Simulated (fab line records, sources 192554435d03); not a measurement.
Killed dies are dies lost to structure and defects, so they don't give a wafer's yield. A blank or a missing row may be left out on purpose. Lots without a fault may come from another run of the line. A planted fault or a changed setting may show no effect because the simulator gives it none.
fab line records | flow n5_finfet
record lots=9 wafers=27 last_day=19
route steps=1938 shown BEOL_M3@944 BEOL_M4@1111 PASSIVATION@1936
lots that met no fault: from a run of the same line without faults
start_h: hours from the record's first day to the start of the lot's first wafer shown | wait_h: hours since the lot's step before | " the same as in the row above | L1.1+2: a row that stands for several wafers | - no value, or no start given | * or withheld: withheld | < > ~ a bound
route shown NAME@n: a module of which the file shows steps, and the number in the route of the first | usual: mean/standard deviation of fault-free wafers | same: alike in all rows | chamber/n: place in a boat | sites: the reading at each site | _std_site: their standard deviation | _edge_site: outer sites' mean less inner sites' | radius_mm: how far each site lies from the wafer's centre | mask NAME#n: copy n | behind: the tool/chamber that last shaped the wafer | hold: why the lot was held/for how many hours/how that ended | device: the transistor (n, p or np) that didn't switch | end of line: the same wafers' tests at the end of the route | a step without rows: its recipe alone | killed: dies lost to structure and defects at the first sort, not the wafer's yield | map: a wafer's dies, x killed, . not, _ none there
set.NAME: the setting as run; set.NAME@STEP: as run at that earlier step | model.NAME: the simulator's own value behind a step, which no gauge read
steps of the route over a sample of lots; a table a step, a row a wafer
services: from which hour (start_h, from the record's first day; less than 0 if before it) a tool's chamber was out of use, for how many hours, and why
## steps
# step N5_BEOL_M3_CD_MEAS_11
# recipe target_cd_nm=17.05 landing_energy_ev=500 detector=se_inlens polarity=opening
# usual cd_nm=17.08/0.24
# columns lot.wafer tool chamber start_h wait_h cd_nm
L260.3 cd_sem-02 0 175.19 - 16.79
L260.4 " 0 " " 16.98
L260.5 " 0 " " 16.77
L262.1 cd_sem-03 0 175.35 - 17.06
L262.3 " 0 " " 17.10
L262.5 " 0 " " 17.30
L261.3 cd_sem-03 0 178.18 - 17.44
L261.4 " 0 " " 17.00
L261.5 " 0 " " 17.46
L263.3 cd_sem-02 0 187.49 - 16.98
L263.4 " 0 " " 17.18
L263.6 " 0 " " 16.91
L264.2 cd_sem-02 0 190.36 - 17.35
L264.4 " 0 " " 16.96
L264.6 " 0 " " 17.27
L274.1 cd_sem-03 0 263.47 - 17.15
L274.2 " 0 " " 17.12
L274.6 " 0 " " 17.26
L275.3 cd_sem-03 0 268.87 - 17.02
L275.4 " 0 " " 16.89
L275.5 " 0 " " 16.82
L279.1 cd_sem-02 0 287.73 - 16.76
L279.2 " 0 " " 17.17
L279.3 " 0 " " 17.07
L280.1 cd_sem-01 0 290.61 - 17.40
L280.2 " 0 " " 16.78
L280.4 " 0 " " 17.30
# step N5_BEOL_M3_DESCUM_16
# recipe chemistry=O2 time_s=7 source_power_w=50 bias_power_w=20 pressure_mtorr=20 rf_frequency_hz=2.712e+07 temp_c=40 resist=CAR-EUV o2_flow_sccm=225
# usual drypump_motor_current_A=5.6/0.43 oes_product_au=0.79/0.076 rf_vpp_V=242.9/1.2 showerhead_plenum_p_Torr=2.08/0.076 throttle_valve_pct=20.53/0.22
# columns lot.wafer tool chamber start_h wait_h drypump_motor_current_A oes_product_au rf_hours_counter_h rf_vpp_V showerhead_plenum_p_Torr throttle_valve_pct
L260.3 rie_diel-04 1 175.31 0.0 5.7 0.86 56 243.0 2.05 20.57
L260.4 " 0 " " 5.8 0.70 216 242.1 2.06 20.60
L260.5 " 0 " " 5.8 0.70 - 242.4 2.06 20.61
L262.1 rie_diel-05 1 175.47 0.0 5.9 0.90 49 246.7 2.23 20.73
L262.3 " 2 " " 5.5 0.77 138 241.9 2.03 20.66
L262.5 " 3 " " 5.0 0.88 - 241.4 2.03 20.18
L261.3 rie_diel-01 3 178.30 0.0 6.3 0.91 27 244.0 2.03 20.21
L261.4 " 2 " " 5.1 0.85 47 243.1 2.14 20.29
L261.5 " 2 " " 5.1 0.85 - 243.0 2.14 20.29
L263.3 rie_diel-05 1 187.61 0.0 5.9 0.89 52 243.3 2.23 20.72
L263.4 " 0 " " 4.7 0.71 195 244.0 2.17 20.69
L263.6 " 2 " " 5.5 0.76 - 241.4 2.03 20.66
L264.2 rie_diel-04 2 190.49 0.0 5.5 0.78 132 242.2 2.00 20.15
L264.4 " 1 " " 5.7 0.85 59 240.7 2.05 20.56
L264.6 " 3 " " 5.8 0.71 - 243.7 2.08 20.84
L274.1 rie_diel-01 0 263.73 0.2 6.1 0.92 11 243.0 2.13 20.44
L274.2 " 1 " " 6.2 0.70 226 244.3 2.18 20.58
L274.6 " 3 " " 6.3 0.86 - 241.4 2.02 20.27
L275.3 rie_diel-04 0 268.99 0.0 5.8 0.69 247 241.3 2.05 20.65
L275.4 " 3 " " 5.8 0.70 244 243.0 2.07 20.85
L275.5 " 0 " " 5.8 0.68 - 241.9 2.05 20.64
L279.1 rie_diel-01 2 287.95 0.1 5.1 0.82 72 243.1 2.13 20.34
L279.2 " 3 " " 6.4 0.85 62 241.9 2.01 20.27
L279.3 " 1 " " 6.1 0.70 233 243.7 2.17 20.59
L280.1 rie_diel-05 2 290.73 0.0 5.5 0.74 174 240.9 2.02 20.72
L280.2 " 1 " " 5.9 0.84 86 245.4 2.22 20.76
L280.4 " 0 " " 4.7 0.70 230 244.1 2.16 20.76
# step N5_BEOL_M3_EXPOSE_25
# recipe mask_id=V2 na=0.33 source_shape=quasar sigma_inner=0.2 sigma_outer=0.8 polarization=unpolarized defocus_nm=5 dose_mj=63
# columns lot.wafer tool chamber start_h wait_h mask
L260.3+4+5 euv_scanner-02 0 176.05 - V2#0
L262.1+3+5 euv_scanner-02 0 176.09 - V2#0
L261.3+4+5 euv_scanner-02 0 179.04 - V2#0
L263.3+4+6 euv_scanner-02 0 188.36 - V2#0
L264.2+4+6 euv_scanner-02 0 191.10 - V2#0
L274.1+2+6 euv_scanner-02 0 264.37 - V2#0
L275.3+4+5 euv_scanner-02 0 269.61 - V2#0
L279.1+2+3 euv_scanner-01 0 288.67 - V2#0
L280.1+2+4 euv_scanner-02 0 291.50 - V2#0
# step N5_BEOL_M3_CD_MEAS_28
# recipe target_cd_nm=25.7 landing_energy_ev=500 detector=se_inlens target_cd_y_nm=23.3 polarity=opening
# usual cd_nm=25.79/0.24
# columns lot.wafer tool chamber start_h wait_h cd_nm
L260.3 cd_sem-03 0 176.18 - 25.85
L260.4 " 0 " " 25.99
L260.5 " 0 " " 26.05
L262.1 cd_sem-01 0 176.24 - 25.78
L262.3 " 0 " " 26.22
L262.5 " 0 " " 25.43
L261.3 cd_sem-01 0 179.17 - 26.02
L261.4 " 0 " " 26.22
L261.5 " 0 " " 25.88
L263.3 cd_sem-02 0 188.49 - 25.11
L263.4 " 0 " " 22.92
L263.6 " 0 " " 22.50
L264.2 cd_sem-02 0 191.23 - 25.68
L264.4 " 0 " " 23.31
L264.6 " 0 " " 22.75
L274.1 cd_sem-03 0 264.52 - 25.60
L274.2 " 0 " " 25.86
L274.6 " 0 " " 25.57
L275.3 cd_sem-03 0 269.74 - 26.01
L275.4 " 0 " " 25.68
L275.5 " 0 " " 25.97
L279.1 cd_sem-01 0 288.82 - 25.69
L279.2 " 0 " " 25.84
L279.3 " 0 " " 25.64
L280.1 cd_sem-02 0 291.65 - 25.48
L280.2 " 0 " " 25.97
L280.4 " 0 " " 25.70
# step N5_BEOL_M3_ETCH_77
# recipe chemistry=N2/H2 target=underlayer target_depth_a=65 mask_material=CAR-EUV time_s=5.2 ion_energy_ev=200 pressure_mtorr=30 source_w=840 bias_w=150 n2_flow_sccm=200 h2_flow_sccm=200 ends=cleared
# usual drypump_motor_current_A=5.7/0.47 etch_rf_on_time_s=5.13/0.11 oes_product_au=0.67/0.062 rf_vpp_V=523.4/2.6 showerhead_plenum_p_Torr=2.53/0.086 throttle_valve_pct=17.94/0.24
# columns lot.wafer tool chamber start_h wait_h drypump_motor_current_A etch_rf_on_time_s oes_product_au rf_hours_counter_h rf_vpp_V showerhead_plenum_p_Torr throttle_valve_pct
L260.3 rie_diel-05 2 176.34 0.0 5.5 5.07 0.66 138 521.6 2.42 17.71
L260.4 " 3 " " 5.0 5.06 0.74 39 521.2 2.47 17.71
L260.5 " 2 " " 5.5 5.07 0.66 - 521.2 2.43 17.69
L262.1 rie_diel-04 3 176.39 0.0 5.8 5.18 0.61 220 520.5 2.52 18.21
L262.3 " 1 " " 5.7 5.14 0.73 56 523.0 2.48 17.88
L262.5 " 0 " " 5.8 5.16 0.60 - 521.8 2.52 18.21
L261.3 rie_diel-05 0 179.33 0.0 4.7 5.22 0.61 192 527.7 2.65 18.09
L261.4 " 2 " " 5.5 5.20 0.65 138 521.3 2.43 17.71
L261.5 " 2 " " 5.5 5.03 0.66 - 518.6 2.42 17.69
L263.3 rie_diel-01 3 188.65 0.0 6.3 5.27 0.77 30 521.5 2.48 17.69
L263.4 " 1 " " 6.2 4.89 0.62 204 524.7 2.62 17.89
L263.6 " 1 " " 6.2 4.87 0.62 - 527.3 2.62 17.85
L264.2 rie_diel-01 2 191.39 0.0 5.1 5.01 0.73 50 525.0 2.60 17.72
L264.4 " 3 " " 6.3 5.19 0.76 30 519.6 2.48 17.66
L264.6 " 0 " " 6.1 5.08 0.60 - 526.1 2.63 18.42
L274.1 rie_diel-04 1 264.67 0.0 5.7 5.17 0.72 86 522.3 2.46 17.94
L274.2 " 3 " " 5.9 5.17 0.59 243 525.8 2.51 18.27
L274.6 " 1 " " 5.8 5.18 0.70 - 521.1 2.46 17.95
L275.3 rie_diel-01 0 269.90 0.0 6.2 4.97 0.78 13 525.3 2.62 18.04
L275.4 " 0 " " 6.2 4.97 0.78 - 524.4 2.62 18.04
L275.5 " 3 " " 6.4 5.34 0.74 - 522.3 2.47 17.73
L279.1 rie_diel-01 2 288.98 0.0 5.1 5.11 0.71 72 524.1 2.59 17.75
L279.2 " 0 " " 6.1 4.91 0.77 20 526.2 2.62 18.02
L279.3 " 1 " " 6.2 4.82 0.61 234 526.3 2.61 17.89
L280.1 rie_diel-05 1 291.82 0.0 5.9 5.06 0.72 87 526.7 2.68 18.20
L280.2 " 0 " " 4.8 5.22 0.58 230 527.3 2.64 18.15
L280.4 " 3 " " 5.0 5.07 0.71 71 521.0 2.46 17.79
# step N5_BEOL_M4_RC_MEAS_101
# usual CHAIN_V2=228/9.5 CHAIN_V2_max_site=237/11 DIBL_N=36.3/1.6 DIBL_P=36.4/2.1 IOFF_N=0.16/0.032 IOFF_P=0.22/0.044 ION_N=675/12 ION_P=463/8.3 SS_N=71.6/0.64 SS_P=73.3/0.67 VT_N=250/3.3 VT_P=-250/3.7
# columns lot.wafer tool chamber start_h wait_h CHAIN_V2[ohm/link] CHAIN_V2_max_site[ohm/link] DIBL_N[mV/V] DIBL_P[mV/V] IOFF_N[nA/um] IOFF_P[nA/um] ION_N[uA/um] ION_P[uA/um] SS_N[mV/dec] SS_P[mV/dec] VT_N[mV] VT_P[mV]
L260.3 prober-01 0 209.26 0.3 223 229 37.6 38.7 0.17 0.21 675 462 72.0 73.9 248 -250
L260.4 " 0 " " 224 238 35.8 35.3 0.13 0.16 672 452 71.6 72.1 252 -256
L260.5 " 0 " " 235 240 35.0 35.0 0.12 0.16 666 455 70.9 72.7 252 -255
L262.1 prober-01 0 218.98 0.0 202 210 36.7 36.5 0.17 0.22 675 470 71.0 73.9 248 -249
L262.3 " 0 " " 239 245 36.5 36.4 0.16 0.20 664 455 71.4 72.9 251 -251
L262.5 " 0 " " 237 243 37.5 37.5 0.18 0.22 682 469 72.1 74.1 248 -248
L261.3 prober-02 0 226.43 0.3 219 232 38.8 38.2 0.18 0.23 684 466 71.7 73.9 252 -247
L261.4 " 0 " " 220 225 35.0 33.1 0.12 0.16 666 455 70.6 73.1 256 -255
L261.5 " 0 " " 230 234 36.4 35.1 0.15 0.20 686 464 71.9 73.5 251 -251
L264.2 prober-01 0 231.91 0.2 207 220 35.5 36.4 0.16 0.22 679 465 71.4 73.5 248 -251
L264.4 " 0 " " 287 292 35.7 36.0 0.15 0.21 668 457 71.8 72.9 251 -248
L264.6 " 0 " " 279 285 34.7 34.5 0.13 0.18 663 451 71.7 73.5 253 -250
L263.3 prober-02 0 232.50 0.3 217 234 36.3 35.5 0.15 0.19 674 463 70.6 73.7 251 -251
L263.4 " 0 " " 303 333 35.1 33.6 0.13 0.17 667 462 70.5 73.0 250 -252
L263.6 " 0 " " 306 324 37.4 36.4 0.18 0.21 694 471 71.2 72.5 246 -254
L275.3 prober-01 0 308.73 0.3 242 244 38.0 37.5 0.20 0.26 699 471 72.3 74.3 246 -244
L275.4 " 0 " " 238 251 33.7 32.2 0.12 0.17 654 452 70.6 72.7 253 -250
L275.5 " 0 " " 257 273 34.7 33.5 0.13 0.18 674 461 71.4 74.0 251 -251
L274.1 prober-02 0 309.94 0.0 233 243 36.4 36.7 0.16 0.23 685 475 71.0 73.9 249 -249
L274.2 " 0 " " 221 229 34.7 33.9 0.13 0.19 669 460 70.9 72.7 251 -249
L274.6 " 0 " " 231 236 35.0 33.9 0.14 0.20 676 463 71.5 72.5 251 -248
L279.1 prober-02 0 350.85 0.0 236 247 35.6 35.1 0.12 0.18 648 450 71.4 73.4 255 -253
L279.2 " 0 " " 226 238 34.9 34.2 0.12 0.17 672 464 70.7 73.2 254 -251
L279.3 " 0 " " 238 251 36.8 35.7 0.14 0.19 667 461 70.9 72.4 252 -253
L280.1 prober-02 0 354.48 0.0 237 242 35.4 36.1 0.13 0.16 665 456 71.8 72.6 254 -253
L280.2 " 0 " " 227 232 34.7 35.6 0.13 0.16 662 456 71.1 73.2 252 -256
L280.4 " 0 " " 219 224 40.7 41.8 0.24 0.26 697 463 73.0 74.2 245 -247
# sites CHAIN_V2 radius_mm=0,75,75,75,75,140,140,140,140
L260.3 225 227 221 220 229 214 223 226 215
L262.1 203 200 207 203 210 202 202 199 191
L261.3 219 229 225 232 217 214 216 218 220
L264.2 198 201 205 211 207 208 220 215 207
L263.3 229 234 217 225 224 205 211 204 205
L275.3 243 242 243 242 244 231 236 231 231
L274.1 234 233 243 238 240 217 226 221 218
L279.1 243 241 247 236 247 229 226 229 229
L280.1 237 241 234 240 236 230 242 237 236
# step N5_PASSIVATION_PROBE_49
# usual defect_limited_yield=91.4/1.2 killed_at_M0_to_M3=35/11 killed_at_M4_up=14/6 killed_at_contacts=12/6.7 killed_at_front_end=37/9.7 killed_at_other=3.5/2.5 killed_dies=102/15 killed_on_rim=13/3.6 killed_open=67/12 killed_short=33/7.3 sort_bin_5_function=5.1/0.81 sort_bin_6_memory=3.2/0.65 sort_n_pass=1078/15 sort_yield_pct=91.4/1.2
# same gross_dies=1180 killed_at_back_side=0 sort_bin_4_leakage[%]=0 sort_bin_8_speed[%]=0
# columns lot.wafer tool chamber start_h wait_h defect_limited_yield[%] killed_at_M0_to_M3 killed_at_M4_up killed_at_contacts killed_at_front_end killed_at_other killed_dies killed_on_rim killed_open killed_short sort_bin_5_function[%] sort_bin_6_memory[%] sort_n_pass sort_yield_pct[%]
L263.3 prober-01 - 345.56 0.1 90.6 38 13 8 47 5 111 11 70 40 5.0 4.1 1069 90.6
L263.4 prober-01 - 345.61 0.2 88.7 68 3 3 53 6 133 21 68 44 6.9 3.5 1047 88.7
L263.6 prober-01 - 345.71 0.3 89.0 61 13 6 41 9 130 36 56 35 8.0 3.1 1050 89.0
L264.2 prober-01 - 354.99 0.1 90.8 34 18 5 47 5 109 18 77 32 5.5 3.7 1071 90.8
L264.4 prober-01 - 355.09 0.2 91.0 40 11 14 39 2 106 16 73 24 5.8 3.0 1074 91.0
L264.6 prober-01 - 355.19 0.3 90.3 52 22 4 36 1 115 25 63 31 6.2 3.1 1065 90.3
L274.1 prober-01 - 422.01 0.0 92.3 36 7 16 29 3 91 14 59 32 4.6 2.8 1089 92.3
L274.2 prober-01 - 422.06 0.1 89.1 52 17 19 30 11 129 13 91 37 7.1 3.5 1051 89.1
L274.6 prober-01 - 422.26 0.3 93.1 25 19 4 30 3 81 14 50 29 4.2 2.6 1099 93.1
# killed by level:class
L263.3 FIN_SAQP:geometric_particle:open=10 STI_FIN_REVEAL:geometric_particle:open=10 BEOL_M2:geometric_particle:open=10 MOL_CONTACT_COAG:geometric_particle:open=7 BEOL_M0_SAQP:geometric_particle:open=6 BEOL_M3:geometric_particle:open=6 BEOL_M4:geometric_particle:short=5 FIN_SAQP:geometric_particle:short=4
L263.4 BEOL_M3:area_expose=21 STI_FIN_REVEAL:geometric_particle:open=20 BEOL_M0_SAQP:geometric_particle:open=11 BEOL_M0_SAQP:geometric_particle:short=10 FIN_SAQP:geometric_particle:open=9 BEOL_M3:geometric_particle:open=9 BEOL_M3:geometric_particle:short=7 FIN_SAQP:geometric_particle:short=6
L263.6 BEOL_M3:area_expose=37 STI_FIN_REVEAL:geometric_particle:open=9 FIN_SAQP:geometric_particle:open=8 BEOL_M0_SAQP:geometric_particle:short=8 FIN_SAQP:geometric_particle:short=7 MOL_CONTACT_COAG:geometric_particle:open=5 BEOL_M2:geometric_particle:open=5 BEOL_M3:geometric_particle:open=5
L264.2 FIN_SAQP:geometric_particle:open=15 BEOL_M4:geometric_particle:open=12 STI_FIN_REVEAL:geometric_particle:open=11 FIN_SAQP:geometric_particle:short=8 BEOL_M3:geometric_particle:open=8 BEOL_M0_SAQP:geometric_particle:short=7 GATE_CUT:geometric_particle:short=5 MOL_CONTACT_COAG:geometric_particle:open=5
L264.4 MOL_CONTACT_COAG:geometric_particle:open=13 BEOL_M3:geometric_particle:open=11 BEOL_M3:area_expose=8 DUMMY_GATE:geometric_particle:open=7 BEOL_M0_SAQP:geometric_particle:open=7 STARTING-WAFER:geometric_particle:open=7 BEOL_M4:geometric_particle:open=5 FIN_SAQP:geometric_particle:open=4
L264.6 BEOL_M3:area_expose=19 BEOL_M4:geometric_particle:open=14 BEOL_M0_SAQP:geometric_particle:open=13 BEOL_M0_SAQP:geometric_particle:short=12 STI_FIN_REVEAL:geometric_particle:open=8 FIN_SAQP:geometric_particle:open=5 GATE_CUT:geometric_particle:short=5 FIN_SAQP:geometric_particle:short=4
L274.1 BEOL_M0_SAQP:geometric_particle:open=14 MOL_CONTACT_COAG:geometric_particle:open=12 BEOL_M0_SAQP:geometric_particle:short=8 BEOL_M1:geometric_particle:open=6 DUMMY_GATE:geometric_particle:open=4 MOL_CONTACT_COAG:geometric_particle:short=4 GATE_CUT:geometric_particle:open=4 BEOL_M3:geometric_particle:open=4
L274.2 MOL_CONTACT_COAG:geometric_particle:open=15 BEOL_M0_SAQP:geometric_particle:short=13 BEOL_M2:geometric_particle:open=13 BEOL_M0_SAQP:geometric_particle:open=12 BEOL_M4:geometric_particle:open=10 STI_FIN_REVEAL:geometric_particle:open=8 DUMMY_GATE:geometric_particle:open=7 FIN_SAQP:geometric_particle:open=5
L274.6 BEOL_M0_SAQP:geometric_particle:short=8 FIN_SAQP:geometric_particle:open=7 STI_FIN_REVEAL:geometric_particle:open=6 BEOL_M0_SAQP:geometric_particle:open=6 BEOL_M4:geometric_particle:open=6 FIN_SAQP:geometric_particle:short=5 BEOL_M3:geometric_particle:open=3 DUMMY_GATE:geometric_particle:open=3
## services
# columns tool chamber start_h hours kind
rie_diel-01 3 160.50 4.9 repair
euv_scanner-01 - 166.32 2.0 repair
euv_scanner-02 - 169.08 1.0 pm
euv_scanner-01 - 182.21 12.0 pm
euv_scanner-01 - 194.21 1.0 pm
rie_diel-01 0 198.60 - clean
rie_diel-01 0 198.60 - consumable_replace:focus_ring
rie_diel-01 0 198.60 23.9 scheduled_down
rie_diel-01 0 198.60 23.9 vent_cycle
euv_scanner-02 - 206.65 1.5 repair
rie_diel-04 2 222.58 4.9 repair
rie_diel-05 - 223.92 0.2 repair
euv_scanner-02 - 225.49 1.0 pm
euv_scanner-02 - 235.71 4.6 pm
rie_diel-01 - 240.37 5.9 repair
euv_scanner-01 - 241.07 4.6 pm
euv_scanner-02 0 243.19 - calibration
rie_diel-01 2 252.91 26.0 repair
rie_diel-01 - 253.32 6.4 repair
euv_scanner-02 - 260.94 1.3 repair
rie_diel-04 0 277.96 - clean
rie_diel-04 0 277.96 - consumable_replace:focus_ring
rie_diel-04 0 277.96 19.5 scheduled_down
euv_scanner-02 - 281.38 1.0 pm
## key
first_sign step=N5_BEOL_M3_CD_MEAS_28 reading=cd_nm direction=down sigmas=12 usual=25.79 struck=22.87
effect step=N5_BEOL_M4_RC_MEAS_101 reading=CHAIN_V2 direction=up sigmas=6.9 usual=228 struck=294
effect step=N5_BEOL_M4_RC_MEAS_101 reading=CHAIN_V2_max_site direction=up sigmas=6.6 usual=237 struck=308
effect step=N5_PASSIVATION_PROBE_49 reading=sort_bin_5_function direction=up sigmas=2 usual=5.1 struck=6.7 wafers_moved=2
met_at N5_BEOL_M3_EXPOSE_25
struck_lots L263,L264
struck_wafers L263.4,L263.6,L264.4,L264.6
not_acting_at N5_BEOL_M3_CD_MEAS_11,N5_BEOL_M3_DESCUM_16,N5_BEOL_M3_ETCH_77
onset_between 179.04 188.36
fault kind=process_parameter_drift tool=euv_scanner-02 chamber=- onset_h=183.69 steps=N5_BEOL_M3_EXPOSE_25 channel=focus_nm offset=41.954 shape=step end_h=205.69 scope=struck_wafers_only
